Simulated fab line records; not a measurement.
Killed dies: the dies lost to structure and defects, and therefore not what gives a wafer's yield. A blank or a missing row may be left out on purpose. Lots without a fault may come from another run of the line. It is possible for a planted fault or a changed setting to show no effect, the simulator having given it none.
fab line records ; flow n5Finfet
record lots=10; wafers=28; lastDay=18
route steps=1938 shown BEOL_M2@913 BEOL_M3@931 BEOL_M4@1111 PASSIVATION@1936
lots that met no fault: taken from a fault-free run of the same line
startH: hours from the record's first day to the start of the lot's first wafer shown ; waitH: hours elapsed since this lot's preceding step ; " identical to the entry in the row above ; L1.1+2: one row covering several wafers at once ; - no value, or no start was given ; * or withheld: withheld ; < > ~ a bound
route shown NAME@n: a module of which the file shows steps, and the number in the route of the first ; usual: average and standard deviation across the fault-free wafers ; same: alike in all rows ; chamber/n: place in a boat ; sites: readings site by site ; _std_site: how widely they spread, as a standard deviation ; _edge_site: inner sites' mean taken away from outer sites' mean ; radiusMm: for every site, how far away it sits from the centre of the wafer ; mask NAME#n: copy n ; behind: tool/chamber where the wafer was last shaped ; hold: what put the lot on hold/how long, in hours/how the hold closed ; device: whichever transistor did not switch (one of n, p or np) ; end of line: the route-end tests of the same wafers ; where a step has no rows: the recipe by itself ; killed: count of dies lost to structure and defects at first sort (not the wafer's yield) ; map: the dies of a wafer, with x for killed, . for not killed, _ for no die there
set.NAME: the setting that was run; set.NAME@STEP: the one run at that earlier step ; model.NAME: the simulator's own value behind a step, which no gauge read
steps of the route over a sample of lots; a table a step, a row a wafer
services: from which hour (startH, from the record's first day; less than 0 if before it) a tool's chamber was out of use, for how many hours, and why
## steps
# step N5_BEOL_M2_ANNEAL_89
# recipe tempC=400; timeS=240; ambient=vacuum
# usual heaterPowerW=825/64
lot.wafer;tool;chamber;startH;waitH;heaterPowerW
L446.1;pvdSputter-03;-;164.08;0.0;781
L446.2;pvdSputter-03;-;164.08;0.0;761
L446.3;pvdSputter-03;-;164.08;0.0;975
L447.2;pvdSputter-01;-;188.88;0.0;786
L447.4;pvdSputter-01;-;188.88;0.0;832
L447.5;pvdSputter-01;-;188.88;0.0;804
L452.1;pvdSputter-03;-;212.05;0.0;814
L452.2;pvdSputter-03;-;212.05;0.0;945
L452.5;pvdSputter-03;-;212.05;0.0;772
L455.2;pvdSputter-02;-;233.27;0.0;789
L455.4;pvdSputter-02;-;233.27;0.0;825
L455.6;pvdSputter-02;-;233.27;0.0;788
L458.2;pvdSputter-01;-;242.61;0.0;934
L458.3;pvdSputter-01;-;242.61;0.0;776
L458.5;pvdSputter-01;-;242.61;0.0;941
L460.2;pvdSputter-01;-;250.43;0.0;779
L460.3;pvdSputter-01;-;250.43;0.0;768
L460.5;pvdSputter-01;-;250.43;0.0;937
L461.2;pvdSputter-01;-;263.78;0.0;953
L461.5;pvdSputter-01;-;263.78;0.0;820
L462.2;pvdSputter-01;-;276.70;0.0;963
L462.5;pvdSputter-01;-;276.70;0.0;770
L463.1;pvdSputter-01;-;284.82;0.0;785
L463.2;pvdSputter-01;-;284.82;0.0;788
L463.3;pvdSputter-01;-;284.82;0.0;814
L465.1;pvdSputter-01;-;290.45;0.0;776
L465.3;pvdSputter-01;-;290.45;0.0;823
L465.4;pvdSputter-01;-;290.45;0.0;765
# step N5_BEOL_M2_PRE_CLEAN_60
# recipe gas=NH3/H2; timeS=15; tempC=*; rfPowerW=300
# usual heaterPowerOuterW=17/14; heaterPowerW=74/30
lot.wafer;tool;chamber;startH;waitH;heaterPowerOuterW;heaterPowerW
L446.1;cvdCo-02;0;165.71;0.0;18;82
L446.2;cvdCo-02;1;165.71;0.0;0;30
L446.3;cvdCo-02;2;165.71;0.0;31;102
L447.2;cvdCo-02;1;190.51;0.0;0;29
L447.4;cvdCo-02;1;190.51;0.0;0;29
L447.5;cvdCo-02;0;190.51;0.0;19;84
L452.1;cvdCo-02;2;213.87;0.0;29;102
L452.2;cvdCo-02;1;213.87;0.0;0;30
L452.5;cvdCo-02;1;213.87;0.0;0;30
L455.2;cvdCo-01;2;234.91;0.0;0;46
L455.4;cvdCo-01;1;234.91;0.0;14;75
L455.6;cvdCo-01;0;234.91;0.0;39;120
L458.2;cvdCo-02;2;244.24;0.0;31;103
L458.3;cvdCo-02;1;244.24;0.0;0;30
L458.5;cvdCo-02;1;244.24;0.0;0;30
L460.2;cvdCo-02;2;252.05;0.0;31;102
L460.3;cvdCo-02;0;252.05;0.0;19;83
L460.5;cvdCo-02;0;252.05;0.0;19;82
L461.2;cvdCo-01;2;265.68;0.0;0;45
L461.5;cvdCo-01;1;265.68;0.0;14;78
L462.2;cvdCo-02;1;278.32;0.0;0;30
L462.5;cvdCo-02;1;278.32;0.0;0;30
L463.1;cvdCo-02;1;286.54;0.0;0;30
L463.2;cvdCo-02;0;286.54;0.0;19;83
L463.3;cvdCo-02;2;286.54;0.0;30;104
L465.1;cvdCo-02;2;292.09;0.0;31;101
L465.3;cvdCo-02;1;292.09;0.0;0;30
L465.4;cvdCo-02;2;292.09;0.0;31;105
# step N5_BEOL_M2_CO_CAP_55
# recipe material=Co; targetThkA=20; tempC=200; precursor=CCTBA/H2; pressureTorr=30; timeS=102.1
# usual heaterPowerOuterW=117/20; heaterPowerW=223/38
lot.wafer;tool;chamber;startH;waitH;heaterPowerOuterW;heaterPowerW
L446.1;cvdCo-02;0;165.75;0.0;122;233
L446.2;cvdCo-02;1;165.75;0.0;89;162
L446.3;cvdCo-02;2;165.75;0.0;138;247
L447.2;cvdCo-02;1;190.55;0.0;88;169
L447.4;cvdCo-02;1;190.55;0.0;88;169
L447.5;cvdCo-02;0;190.55;0.0;119;237
L452.1;cvdCo-02;2;213.91;0.0;133;258
L452.2;cvdCo-02;1;213.91;0.0;91;172
L452.5;cvdCo-02;1;213.91;0.0;88;171
L455.2;cvdCo-01;2;234.95;0.0;99;188
L455.4;cvdCo-01;1;234.95;0.0;120;231
L455.6;cvdCo-01;0;234.95;0.0;144;277
L458.2;cvdCo-02;2;244.28;0.0;134;259
L458.3;cvdCo-02;1;244.28;0.0;88;171
L458.5;cvdCo-02;1;244.28;0.0;88;167
L460.2;cvdCo-02;2;252.09;0.0;135;260
L460.3;cvdCo-02;0;252.09;0.0;117;227
L460.5;cvdCo-02;0;252.09;0.0;122;240
L461.2;cvdCo-01;2;265.72;0.0;98;186
L461.5;cvdCo-01;1;265.72;0.0;116;225
L462.2;cvdCo-02;1;278.36;0.0;90;169
L462.5;cvdCo-02;1;278.36;0.0;91;167
L463.1;cvdCo-02;1;286.58;0.0;89;164
L463.2;cvdCo-02;0;286.58;0.0;121;236
L463.3;cvdCo-02;2;286.58;0.0;134;257
L465.1;cvdCo-02;2;292.13;0.0;138;257
L465.3;cvdCo-02;1;292.13;0.0;92;167
L465.4;cvdCo-02;2;292.13;0.0;137;260
# step N5_BEOL_M3_ILD_DEP_00
# recipe material=SiOC; targetThkA=790; tempC=350; precursor=DEMS/O2; pressureTorr=5; rfW=500; timeS=15.3
# usual heaterPowerOuterW=252/50; heaterPowerW=486/60; showerheadPlenumPTorr=5.699/0.012; throttleValvePct=12.0/0.64
lot.wafer;tool;chamber;startH;waitH;heaterPowerOuterW;heaterPowerW;showerheadPlenumPTorr;throttleValvePct
L446.1;pecvd-01;0;166.00;0.0;299;520;5.690;11.5
L446.2;pecvd-01;2;166.00;0.0;215;435;5.717;11.3
L446.3;pecvd-01;1;166.00;0.0;305;612;5.690;11.8
L447.2;pecvd-04;0;190.79;0.0;224;477;5.708;11.5
L447.4;pecvd-04;0;190.79;0.0;224;484;5.699;11.6
L447.5;pecvd-04;1;190.79;0.0;329;562;5.690;13.0
L452.1;pecvd-02;2;214.15;0.0;284;499;5.685;10.9
L452.2;pecvd-02;0;214.15;0.0;197;365;5.692;12.1
L452.5;pecvd-02;1;214.15;0.0;229;463;5.690;13.2
L455.2;pecvd-01;1;235.23;0.0;327;631;5.682;12.1
L455.4;pecvd-01;0;235.23;0.0;276;489;5.695;11.6
L455.6;pecvd-01;2;235.23;0.0;218;432;5.715;11.4
L458.2;pecvd-04;1;244.53;0.0;253;456;5.704;13.1
L458.3;pecvd-04;2;244.53;0.0;162;400;5.708;12.0
L458.5;pecvd-04;0;244.53;0.0;243;509;5.671;11.4
L460.2;pecvd-04;0;252.35;0.0;258;514;5.698;11.5
L460.3;pecvd-04;2;252.35;0.0;173;424;5.708;11.9
L460.5;pecvd-04;2;252.35;0.0;185;418;5.713;12.1
L461.2;pecvd-04;1;265.97;0.0;338;552;5.688;12.9
L461.5;pecvd-04;1;265.97;0.0;248;447;5.712;12.8
L462.2;pecvd-04;1;278.64;0.0;290;507;5.692;12.9
L462.5;pecvd-04;1;278.64;0.0;288;514;5.689;13.0
L463.1;pecvd-01;2;286.82;0.0;266;509;5.710;11.2
L463.2;pecvd-01;0;286.82;0.0;274;477;5.682;11.5
L463.3;pecvd-01;0;286.82;0.0;278;497;5.669;11.8
L465.1;pecvd-01;0;292.38;0.0;290;512;5.691;11.6
L465.3;pecvd-01;2;292.38;0.0;281;532;5.711;11.4
L465.4;pecvd-01;0;292.38;0.0;299;510;5.689;11.6
# step N5_BEOL_M3_THK_MEAS_01
# recipe reads=SiOC_of_BEOL_M3_ILD_DEP_00
# usual M3_ILD_THK=79.4/1.2
lot.wafer;tool;chamber;startH;waitH;M3_ILD_THK[nm]
L446.1;filmMetro-02;-;166.06;0.0;80.7
L446.2;filmMetro-02;-;166.06;0.0;78.8
L446.3;filmMetro-02;-;166.06;0.0;77.0
L447.2;filmMetro-01;-;190.86;0.1;78.3
L447.4;filmMetro-01;-;190.86;0.1;80.1
L447.5;filmMetro-01;-;190.86;0.1;80.9
L452.1;filmMetro-02;-;214.22;0.0;77.7
L452.2;filmMetro-02;-;214.22;0.0;78.3
L452.5;filmMetro-02;-;214.22;0.0;79.8
L455.2;filmMetro-02;-;235.29;0.1;76.7
L455.4;filmMetro-02;-;235.29;0.1;81.3
L455.6;filmMetro-02;-;235.29;0.1;79.6
L458.2;filmMetro-01;-;244.60;0.1;78.0
L458.3;filmMetro-01;-;244.60;0.1;79.3
L458.5;filmMetro-01;-;244.60;0.1;79.7
L460.2;filmMetro-02;-;252.42;0.1;79.4
L460.3;filmMetro-02;-;252.42;0.1;79.8
L460.5;filmMetro-02;-;252.42;0.1;79.7
L461.2;filmMetro-01;-;266.04;0.1;91.5
L461.5;filmMetro-01;-;266.04;0.1;94.1
L462.2;filmMetro-01;-;278.71;0.1;90.9
L462.5;filmMetro-01;-;278.71;0.1;92.1
L463.1;filmMetro-02;-;286.91;0.1;79.7
L463.2;filmMetro-02;-;286.91;0.1;80.9
L463.3;filmMetro-02;-;286.91;0.1;81.2
L465.1;filmMetro-02;-;292.46;0.1;79.5
L465.3;filmMetro-02;-;292.46;0.1;80.2
L465.4;filmMetro-02;-;292.46;0.1;80.9
# step N5_BEOL_M4_RC_MEAS_101
# usual DIBL_N=36.4/2.7; DIBL_P=36/3.2; IOFF_N=0.16/0.046; IOFF_P=0.21/0.055; ION_N=677/15; ION_P=464/11; SS_N=71.5/0.79; SS_P=73.3/0.93; VT_N=250/4.1; VT_P=-251/4.4
lot.wafer;tool;chamber;startH;waitH;DIBL_N[mV/V];DIBL_P[mV/V];IOFF_N[nA/um];IOFF_P[nA/um];ION_N[uA/um];ION_P[uA/um];SS_N[mV/dec];SS_P[mV/dec];VT_N[mV];VT_P[mV]
L446.1;prober-02;0;206.75;0.0;31.4;29;0.09;0.13;648;452;69.9;71.0;256;-257
L446.2;prober-02;0;206.75;0.0;36.5;36;0.17;0.21;691;470;71.7;72.6;246;-249
L446.3;prober-02;0;206.75;0.0;35.3;34;0.14;0.18;677;463;71.3;72.5;252;-253
L447.2;prober-02;0;216.91;0.2;32.8;32;0.11;0.14;648;457;70.1;72.0;253;-255
L447.4;prober-02;0;216.91;0.2;35.5;35;0.15;0.19;673;457;70.9;72.6;249;-253
L447.5;prober-02;0;216.91;0.2;34.9;34;0.14;0.16;696;462;72.1;73.0;250;-255
L452.1;prober-02;0;238.22;0.0;36.4;37;0.16;0.22;677;468;71.0;74.2;247;-248
L452.2;prober-02;0;238.22;0.0;37.7;38;0.19;0.23;709;480;71.3;73.8;243;-249
L452.5;prober-02;0;238.22;0.0;36.7;36;0.15;0.19;672;457;71.5;73.1;251;-252
L455.2;prober-01;0;263.50;0.2;34.6;35;0.13;0.16;667;461;71.4;72.8;254;-254
L455.4;prober-01;0;263.50;0.2;39.2;41;0.20;0.24;671;459;72.4;74.0;251;-249
L455.6;prober-01;0;263.50;0.2;42.8;45;0.29;0.35;698;474;73.4;75.4;245;-246
L458.2;prober-01;0;266.03;0.2;36.6;38;0.16;0.19;692;463;71.7;73.7;248;-253
L458.3;prober-01;0;266.03;0.2;40.7;43;0.25;0.26;694;461;72.5;74.8;247;-250
L458.5;prober-01;0;266.03;0.2;37.0;40;0.16;0.21;668;454;70.8;73.7;254;-254
L460.2;prober-02;0;286.74;0.2;34.7;35;0.13;0.14;667;445;71.0;72.4;255;-255
L460.3;prober-02;0;286.74;0.2;37.8;41;0.18;0.22;671;450;72.3;73.9;251;-253
L460.5;prober-02;0;286.74;0.2;34.3;36;0.12;0.16;658;445;71.2;72.7;254;-258
L461.2;prober-02;0;293.20;0.2;36.9;38;0.17;0.24;689;475;71.3;74.3;247;-247
L461.5;prober-02;0;293.20;0.2;37.6;37;0.17;0.24;675;466;72.1;74.6;249;-248
L462.2;prober-01;0;298.85;0.2;36.5;35;0.14;0.19;663;462;70.9;72.6;250;-251
L462.5;prober-01;0;298.85;0.2;35.4;34;0.13;0.17;670;461;71.1;72.0;252;-255
L463.1;prober-02;0;316.62;0.0;36.8;37;0.19;0.23;697;475;71.2;72.9;246;-248
L463.2;prober-02;0;316.62;0.0;37.1;38;0.20;0.23;694;466;71.2;73.8;246;-253
L463.3;prober-02;0;316.62;0.0;37.0;38;0.17;0.23;673;466;71.6;74.1;247;-251
L465.1;prober-01;0;319.44;0.0;28.6;29;0.06;0.09;633;435;70.3;70.7;264;-265
L465.3;prober-01;0;319.44;0.0;32.5;32;0.11;0.12;658;440;71.0;71.9;256;-259
L465.4;prober-01;0;319.44;0.0;32.1;33;0.11;0.13;677;462;70.6;71.7;253;-259
# step N5_PASSIVATION_PROBE_49
# usual defectLimitedYield=91.1/1.4; killed_at_M0_to_M3=34/9.7; killed_at_M4_up=13/5.1; killedAtContacts=14/6.3; killedAtFrontEnd=40/11; killedAtOther=3.5/2.7; killedDies=105/16; killedOpen=70/12; killedShort=34/7.8; sort_bin_4_leakage=0.02/0.13; sort_bin_5_function=5.2/0.88; sort_bin_6_memory=3.3/0.7; sort_bin_8_speed=0.1/0.62; sortNPass=1074/17; sortYieldPct=91.0/1.5
# same grossDies=1180; killedAtBackSide=0
lot.wafer;tool;chamber;startH;waitH;defectLimitedYield[%];killed_at_M0_to_M3;killed_at_M4_up;killedAtContacts;killedAtFrontEnd;killedAtOther;killedDies;killedOpen;killedShort;sort_bin_4_leakage[%];sort_bin_5_function[%];sort_bin_6_memory[%];sort_bin_8_speed[%];sortNPass;sortYieldPct[%]
L452.1;prober-01;-;339.32;0.0;90.6;31;15;8;49;8;111;71;38;0;6.1;2.7;0;1069;90.6
L452.2;prober-01;-;339.37;0.1;91.4;24;22;21;24;10;101;61;40;0;5.5;2.8;0;1079;91.4
L452.5;prober-01;-;339.52;0.2;91.6;31;18;19;22;9;99;62;35;0;5.2;2.7;0;1081;91.6
# killed by level:class
L452.1 STI_FIN_REVEAL:geometricParticle:open=11 BEOL_M2:geometricParticle:open=10 DUMMY_GATE:geometricParticle:open=9 FIN_SAQP:geometricParticle:open=8 BEOL_M0_SAQP:geometricParticle:open=8 MOL_CONTACT_COAG:geometricParticle:open=7 STARTING-WAFER:geometricParticle:short=6 GATE_CUT:geometricParticle:short=6
L452.2 MOL_CONTACT_COAG:geometricParticle:open=16 BEOL_M0_SAQP:geometricParticle:short=9 BEOL_M4:geometricParticle:open=9 STARTING-WAFER:geometricParticle:short=5 MOL_CONTACT_COAG:geometricParticle:short=5 BEOL_M0_SAQP:geometricParticle:open=5 GATE_CUT:geometricParticle:short=4 PASS1_DEP:geometricParticle:short=4
L452.5 MOL_CONTACT_COAG:geometricParticle:open=16 BEOL_M4:geometricParticle:open=6 STI_FIN_REVEAL:geometricParticle:open=5 BEOL_M0_SAQP:geometricParticle:open=5 BEOL_M2:geometricParticle:short=5 BEOL_M3:geometricParticle:open=5 DUMMY_GATE:geometricParticle:open=4 BEOL_M1:geometricParticle:open=4
## services
tool;chamber;startH;hours;kind
cvdCo-01;2;150.93;11.7;repair
pvdSputter-01;-;172.98;11.1;repair
pecvd-02;0;175.39;2.1;scheduledDown
pecvd-04;0;182.03;5.5;scheduledDown
pecvd-02;2;185.05;3.7;repair
pecvd-01;2;189.61;5.5;scheduledDown
pecvd-02;2;206.92;5.5;scheduledDown
pecvd-02;-;222.48;6.0;pm
pecvd-01;-;224.41;0.5;repair
pecvd-01;1;254.45;48.9;repair
pecvd-01;2;264.95;6.6;repair
cvdCo-01;0;289.13;11.4;repair
## key
firstSign step=N5_BEOL_M3_THK_MEAS_01; reading=M3_ILD_THK; direction=up; sigmas=11; usual=79.4; struck=92.2
effect none on later readings
metAt N5_BEOL_M3_ILD_DEP_00
struckLots L461,L462
struckWafers L461.2,L461.5,L462.2,L462.5
notActingAt N5_BEOL_M2_ANNEAL_89,N5_BEOL_M2_PRE_CLEAN_60,N5_BEOL_M2_CO_CAP_55
onsetBetween 244.53 265.97
fault kind=processParameterDrift; tool=pecvd-04; chamber=1; onsetH=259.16; steps=N5_BEOL_M3_ILD_DEP_00; channel=timeS; offset=*; shape=step; actsIn=*; stated=*
